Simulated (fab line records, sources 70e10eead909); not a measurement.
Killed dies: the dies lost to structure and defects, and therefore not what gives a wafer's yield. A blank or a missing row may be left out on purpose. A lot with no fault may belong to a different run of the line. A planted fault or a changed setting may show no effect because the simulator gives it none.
Which tool is to blame? -- flow nand-harc -- Sampling: 6 lots, 18 wafers, 4 of 1159 route steps

## WHAT EACH GAUGE READ, for each wafer
NHARC_A_BLC_OVL_MEAS_11.
lot,measured,on,overlay-x-nm (nm)
L446,day 17 12:56,overlay-01,0.5 1.2 0.7
L450,day 18 22:32,overlay-01,1.0 1.1 1.0
L456,day 20 02:46,overlay-01,-0.1 0.0 0.1
L459,day 20 22:42,overlay-02,7.3 6.8 7.1
L463,day 22 15:50,overlay-02,7.4 7.6 8.2
L467,day 22 23:02,overlay-02,-0.1 -0.7 -0.1

## TOOL THAT RAN EACH LOT (tool first, then ch and the chambers of the sampled wafers, then the start)
lot,NHARC_A_CONTACT_ETCH_137,NHARC_A_CONTACT_CVD_19,NHARC_A_BLC_EXPOSE_07
L446,"har-cap-etch-03 ch 0,1, day 17 05:05","cvd-w-01 ch 0,1, day 17 12:42 or earlier","arfi-scanner-02 ch 0, day 17 12:42"
L450,"har-cap-etch-03 ch 0,1, day 18 18:35","cvd-w-02 ch 0,1, day 18 22:19 or earlier","arfi-scanner-01 ch 0, day 18 22:19"
L456,"har-cap-etch-03 ch 0,1, day 19 20:41","cvd-w-01 ch 0,1, day 20 02:32 or earlier","arfi-scanner-02 ch 0, day 20 02:32"
L459,"har-cap-etch-01 ch 0,1, day 20 18:13","cvd-w-01 ch 0,1, day 20 22:28 or earlier","arfi-scanner-02 ch 0, day 20 22:28"
L463,"har-cap-etch-02 ch 0,1, day 22 11:27","cvd-w-01 ch 0,1, day 22 15:37 or earlier","arfi-scanner-02 ch 0, day 22 15:37"
L467,"har-cap-etch-01 ch 0,1, day 22 15:28","cvd-w-02 ch 0,1, day 22 22:49 or earlier","arfi-scanner-03 ch 0, day 22 22:49"
- NHARC_A_CONTACT_ETCH_137: etches the open film in C4F8/O2/Ar, time 132 s, target depth 1287 nm.
- NHARC_A_CONTACT_CVD_19: deposits W, target thk 300 nm, time 802 s.
- NHARC_A_BLC_EXPOSE_07: exposes mask A BLC, target cd 100 nm.

## THE ANSWER, worked out from the rows above alone
Rule: the usual values come from the lots themselves. The widest of any qualifying gaps counts: lots, ordered by their means at a reading, are off when they make up no more than a third of the lots, leave a main group of 4 or more, and stand apart from it by 3 or more times the standard deviation of that group's means. Not used: any main group whose means are identical at the precision the tables above print for the reading. A lot without any number at a reading at which 4 lots or more have one is off too. All remaining lots with rows at the step are treated as sound.
Off: L459, L463, at NHARC_A_BLC_OVL_MEAS_11 (overlay-x-nm). For the main group the mean is 0.4 nm and the standard deviation 0.55.
If a tool, at a process step before that reading, ran all the lots that are off and no sound lot after the first of them, it fits. Gauges at NHARC_A_BLC_OVL_MEAS_11: tried the same way as those tools. Because NHARC_A_CONTACT_CVD_19 lacks a start for some lots, the hours and order of its lots are taken from NHARC_A_BLC_EXPOSE_07. Undecided on this evidence; 2 tools fit (cvd-w-01 at NHARC_A_CONTACT_CVD_19, arfi-scanner-02 at NHARC_A_BLC_EXPOSE_07).

## WHAT HAD BEEN PUT IN BY THE SIMULATOR
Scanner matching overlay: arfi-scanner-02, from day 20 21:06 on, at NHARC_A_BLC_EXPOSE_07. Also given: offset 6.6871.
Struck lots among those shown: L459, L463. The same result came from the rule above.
